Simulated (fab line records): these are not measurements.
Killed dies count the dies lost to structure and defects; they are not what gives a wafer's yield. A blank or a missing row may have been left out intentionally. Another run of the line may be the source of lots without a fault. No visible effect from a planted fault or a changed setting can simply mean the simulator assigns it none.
Which tool is to blame? || flow nandHarc || Sampling: 13 lots, 38 wafers, 5 of 1302 route steps

## WHAT EACH GAUGE READ, for each wafer
NHARC_A_ONON_D2_THK_MEAS_14: measures by ellipsometry.
{"lot": "L700", "measured": "day 12 21:28", "on": "filmMetro-01", "thkNm (nm)": "995 993 995"}
{"lot": "L701", "measured": "day 12 21:29", "on": "filmMetro-02", "thkNm (nm)": "1004 1003 1004"}
{"lot": "L702", "measured": "day 13 18:50", "on": "filmMetro-02", "thkNm (nm)": "1007 1009 1009"}
{"lot": "L704", "measured": "day 14 20:50", "on": "filmMetro-01", "thkNm (nm)": "1004 1004 1005"}
{"lot": "L706", "measured": "day 15 19:55", "on": "filmMetro-01", "thkNm (nm)": "991 990"}
{"lot": "L713", "measured": "day 18 12:49", "on": "filmMetro-02", "thkNm (nm)": "997 999 996"}
{"lot": "L714", "measured": "day 18 23:50", "on": "filmMetro-01", "thkNm (nm)": "996 997 998"}
{"lot": "L715", "measured": "day 19 06:34", "on": "filmMetro-01", "thkNm (nm)": "1008 1009 1009"}
{"lot": "L718", "measured": "day 20 20:53", "on": "filmMetro-02", "thkNm (nm)": "996 995 994"}
{"lot": "L719", "measured": "day 20 20:53", "on": "filmMetro-01", "thkNm (nm)": "1001 1002 1003"}
{"lot": "L720", "measured": "day 21 12:32", "on": "filmMetro-01", "thkNm (nm)": "1002 1003 1003"}
{"lot": "L722", "measured": "day 22 04:12", "on": "filmMetro-01", "thkNm (nm)": "1002 1003 1002"}
{"lot": "L721", "measured": "day 22 04:14", "on": "filmMetro-02", "thkNm (nm)": "995 996 994"}

NHARC_A_ONON_D2_THK_MEAS_34: measures by ellipsometry.
{"lot": "L700", "measured": "day 13 07:56", "on": "filmMetro-02", "thkNm (nm)": "204.1 202.3 203.3"}
{"lot": "L701", "measured": "day 13 07:55", "on": "filmMetro-01", "thkNm (nm)": "197.2 205.2 202.6"}
{"lot": "L702", "measured": "day 14 05:21", "on": "filmMetro-02", "thkNm (nm)": "199.5 201.2 206.9"}
{"lot": "L704", "measured": "day 15 06:50", "on": "filmMetro-02", "thkNm (nm)": "197.9 199.6 205.6"}
{"lot": "L706", "measured": "day 16 07:37", "on": "filmMetro-01", "thkNm (nm)": "193.6 199.2"}
{"lot": "L713", "measured": "day 19 00:09", "on": "filmMetro-02", "thkNm (nm)": "200.8 202.5 200.5"}
{"lot": "L714", "measured": "day 19 10:20", "on": "filmMetro-02", "thkNm (nm)": "200.4 200.6 201.8"}
{"lot": "L715", "measured": "day 19 16:43", "on": "filmMetro-01", "thkNm (nm)": "197.1 199.6 200.2"}
{"lot": "L718", "measured": "day 21 07:20", "on": "filmMetro-02", "thkNm (nm)": "197.5 206.3 203.5"}
{"lot": "L719", "measured": "day 21 07:17", "on": "filmMetro-01", "thkNm (nm)": "197.0 199.2 198.8"}
{"lot": "L720", "measured": "day 22 02:12", "on": "filmMetro-02", "thkNm (nm)": "200.7 203.4 200.8"}
{"lot": "L722", "measured": "day 22 14:29", "on": "filmMetro-01", "thkNm (nm)": "200.2 200.6 201.1"}
{"lot": "L721", "measured": "day 22 14:30", "on": "filmMetro-02", "thkNm (nm)": "196.7 195.4 198.7"}

NHARC_A_CHANNEL_HOLE_D2_CD_MEAS_18.
{"lot": "L700", "measured": "day 13 14:49", "on": "cdSem-01", "cdNm (nm)": "99.5 101.5 104.8"}
{"lot": "L701", "measured": "day 13 12:31", "on": "cdSem-02", "cdNm (nm)": "97.2 104.2 97.8"}
{"lot": "L702", "measured": "day 14 09:22", "on": "cdSem-02", "cdNm (nm)": "96.1 99.2 99.6"}
{"lot": "L704", "measured": "day 15 11:31", "on": "cdSem-01", "cdNm (nm)": "100.4 98.5 98.1"}
{"lot": "L706", "measured": "day 16 11:49", "on": "cdSem-03", "cdNm (nm)": "97.5 101.4"}
{"lot": "L713", "measured": "day 19 07:48", "on": "cdSem-02", "cdNm (nm)": "103.4 105.7 103.0"}
{"lot": "L714", "measured": "day 19 15:14", "on": "cdSem-01", "cdNm (nm)": "103.0 95.4 97.0"}
{"lot": "L715", "measured": "day 19 21:00", "on": "cdSem-03", "cdNm (nm)": "103.3 99.5 100.3"}
{"lot": "L718", "measured": "day 21 14:35", "on": "cdSem-01", "cdNm (nm)": "98.5 101.7 103.9"}
{"lot": "L719", "measured": "day 21 14:05", "on": "cdSem-03", "cdNm (nm)": "100.2 96.3 98.1"}
{"lot": "L720", "measured": "day 22 08:25", "on": "cdSem-01", "cdNm (nm)": "96.6 100.9 91.2"}
{"lot": "L722", "measured": "day 22 18:25", "on": "cdSem-01", "cdNm (nm)": "96.3 103.5 98.0"}
{"lot": "L721", "measured": "day 22 18:37", "on": "cdSem-03", "cdNm (nm)": "101.4 101.1 99.9"}

NHARC_END_SORT_01.
{"lot": "L704", "measured": "day 27 04:59", "on": "prober-02", "killedAtArray": "71 671 667", "killedAtOther": "1 0 1", "killedAtPeriphery": "6 3 7", "killedDies": "78 674 675", "killedOpen": "2 3 3", "killedShort": "1 3 2"}
{"lot": "L706", "measured": "day 27 19:49", "on": "prober-02", "killedAtArray": "58 664", "killedAtOther": "1 0", "killedAtPeriphery": "3 3", "killedDies": "62 667", "killedOpen": "4 8", "killedShort": "3 3"}

## EACH LOT AND THE TOOL THAT RAN IT (in order: tool; ch and the chambers of the sampled wafers; start)
{"lot": "L700", "NHARC_A_CHANNEL_HOLE_D2_ETCH_34": "rieDiel-12 ch 0,2,3, day 13 14:10"}
{"lot": "L701", "NHARC_A_CHANNEL_HOLE_D2_ETCH_34": "rieDiel-12 ch 0,1,3, day 13 11:50"}
{"lot": "L702", "NHARC_A_CHANNEL_HOLE_D2_ETCH_34": "rieDiel-05 ch 0,2, day 14 08:42"}
{"lot": "L704", "NHARC_A_CHANNEL_HOLE_D2_ETCH_34": "rieDiel-12 ch 0,2,3, day 15 10:52"}
{"lot": "L706", "NHARC_A_CHANNEL_HOLE_D2_ETCH_34": "rieDiel-12 ch 3, day 16 11:09"}
{"lot": "L713", "NHARC_A_CHANNEL_HOLE_D2_ETCH_34": "rieDiel-12 ch 0,1, day 19 07:07"}
{"lot": "L714", "NHARC_A_CHANNEL_HOLE_D2_ETCH_34": "rieDiel-05 ch 1,2, day 19 14:11"}
{"lot": "L715", "NHARC_A_CHANNEL_HOLE_D2_ETCH_34": "rieDiel-05 ch 1,2,3, day 19 20:11"}
{"lot": "L718", "NHARC_A_CHANNEL_HOLE_D2_ETCH_34": "rieDiel-05 ch 0,2,3, day 21 13:55"}
{"lot": "L719", "NHARC_A_CHANNEL_HOLE_D2_ETCH_34": "rieDiel-12 ch 0,3, day 21 13:25"}
{"lot": "L720", "NHARC_A_CHANNEL_HOLE_D2_ETCH_34": "rieDiel-12 ch 0,1,3, day 22 07:45"}
{"lot": "L722", "NHARC_A_CHANNEL_HOLE_D2_ETCH_34": "rieDiel-12 ch 1,2,3, day 22 17:44"}
{"lot": "L721", "NHARC_A_CHANNEL_HOLE_D2_ETCH_34": "rieDiel-05 ch 0,1,3, day 22 17:56"}
- NHARC_A_CHANNEL_HOLE_D2_ETCH_34: etches the open film in CF4/CHF3, target depth 154 nm, time 77 s.

## AS READ BY THE TOOLS THEMSELVES (means over the sampled wafers that have a number; for cases with no such wafer, the mark the record gives instead)
NHARC_A_CHANNEL_HOLE_D2_ETCH_34.
{"lot": "L700", "tool": "rieDiel-12", "drypumpMotorCurrentA (A)": 5.5, "oesProductAu (a.u.)": 0.933, "rfVppV (V)": 369.9, "showerheadPlenumPTorr (Torr)": 1.55, "throttleValvePct (%)": 16.805}
{"lot": "L701", "tool": "rieDiel-12", "drypumpMotorCurrentA (A)": 5.9, "oesProductAu (a.u.)": 0.974, "rfVppV (V)": 370.8, "showerheadPlenumPTorr (Torr)": 1.57, "throttleValvePct (%)": 16.811}
{"lot": "L702", "tool": "rieDiel-05", "drypumpMotorCurrentA (A)": 5.3, "oesProductAu (a.u.)": 0.949, "rfVppV (V)": 371.7, "showerheadPlenumPTorr (Torr)": 1.62, "throttleValvePct (%)": 16.812}
{"lot": "L704", "tool": "rieDiel-12", "drypumpMotorCurrentA (A)": 5.5, "oesProductAu (a.u.)": 0.902, "rfVppV (V)": 370.4, "showerheadPlenumPTorr (Torr)": 1.55, "throttleValvePct (%)": 16.802}
{"lot": "L706", "tool": "rieDiel-12", "drypumpMotorCurrentA (A)": 5.9, "oesProductAu (a.u.)": 0.931, "rfVppV (V)": 368.4, "showerheadPlenumPTorr (Torr)": 1.51, "throttleValvePct (%)": 16.798}
{"lot": "L713", "tool": "rieDiel-12", "drypumpMotorCurrentA (A)": 6.0, "oesProductAu (a.u.)": 0.968, "rfVppV (V)": 370.0, "showerheadPlenumPTorr (Torr)": 1.58, "throttleValvePct (%)": 16.798}
{"lot": "L714", "tool": "rieDiel-05", "drypumpMotorCurrentA (A)": 5.6, "oesProductAu (a.u.)": 0.956, "rfVppV (V)": 370.0, "showerheadPlenumPTorr (Torr)": 1.56, "throttleValvePct (%)": 16.797}
{"lot": "L715", "tool": "rieDiel-05", "drypumpMotorCurrentA (A)": 5.7, "oesProductAu (a.u.)": 0.953, "rfVppV (V)": 371.0, "showerheadPlenumPTorr (Torr)": 1.59, "throttleValvePct (%)": 16.805}
{"lot": "L718", "tool": "rieDiel-05", "drypumpMotorCurrentA (A)": 5.7, "oesProductAu (a.u.)": 0.943, "rfVppV (V)": 371.8, "showerheadPlenumPTorr (Torr)": 1.60, "throttleValvePct (%)": 16.807}
{"lot": "L719", "tool": "rieDiel-12", "drypumpMotorCurrentA (A)": 5.8, "oesProductAu (a.u.)": 0.972, "rfVppV (V)": 369.7, "showerheadPlenumPTorr (Torr)": 1.55, "throttleValvePct (%)": 16.805}
{"lot": "L720", "tool": "rieDiel-12", "drypumpMotorCurrentA (A)": 5.9, "oesProductAu (a.u.)": 0.959, "rfVppV (V)": 369.9, "showerheadPlenumPTorr (Torr)": 1.57, "throttleValvePct (%)": 16.800}
{"lot": "L722", "tool": "rieDiel-12", "drypumpMotorCurrentA (A)": 5.8, "oesProductAu (a.u.)": 0.973, "rfVppV (V)": 368.9, "showerheadPlenumPTorr (Torr)": 1.52, "throttleValvePct (%)": 16.800}
{"lot": "L721", "tool": "rieDiel-05", "drypumpMotorCurrentA (A)": 5.6, "oesProductAu (a.u.)": 0.962, "rfVppV (V)": 372.6, "showerheadPlenumPTorr (Torr)": 1.64, "throttleValvePct (%)": 16.797}

## THE ANSWER, worked out from the rows above alone
Rule: the lots themselves supply what counts as usual. Put in order of their means at a reading, lots are off if they are a third of the lots or fewer, leave a main group of 4 or more, and stand apart from it by a gap of 3 or more times the standard deviation of the main group's means; of several such gaps the widest counts. A main group whose means are all the same, to the digits that the tables above print for the reading, isn't used. A lot without any number at a reading at which 4 lots or more have one is off too. Where the step has rows for the other lots, those lots are counted as sound. First the gauges in route order, then the tools' own readings, where a lot's mean is used as printed above. At the first step where some lot is off, the reading lying furthest off is the one used; lots without a number count as furthest.
None of the lots is off at any reading shown; this tells nothing.

## WHAT HAD BEEN PUT IN BY THE SIMULATOR
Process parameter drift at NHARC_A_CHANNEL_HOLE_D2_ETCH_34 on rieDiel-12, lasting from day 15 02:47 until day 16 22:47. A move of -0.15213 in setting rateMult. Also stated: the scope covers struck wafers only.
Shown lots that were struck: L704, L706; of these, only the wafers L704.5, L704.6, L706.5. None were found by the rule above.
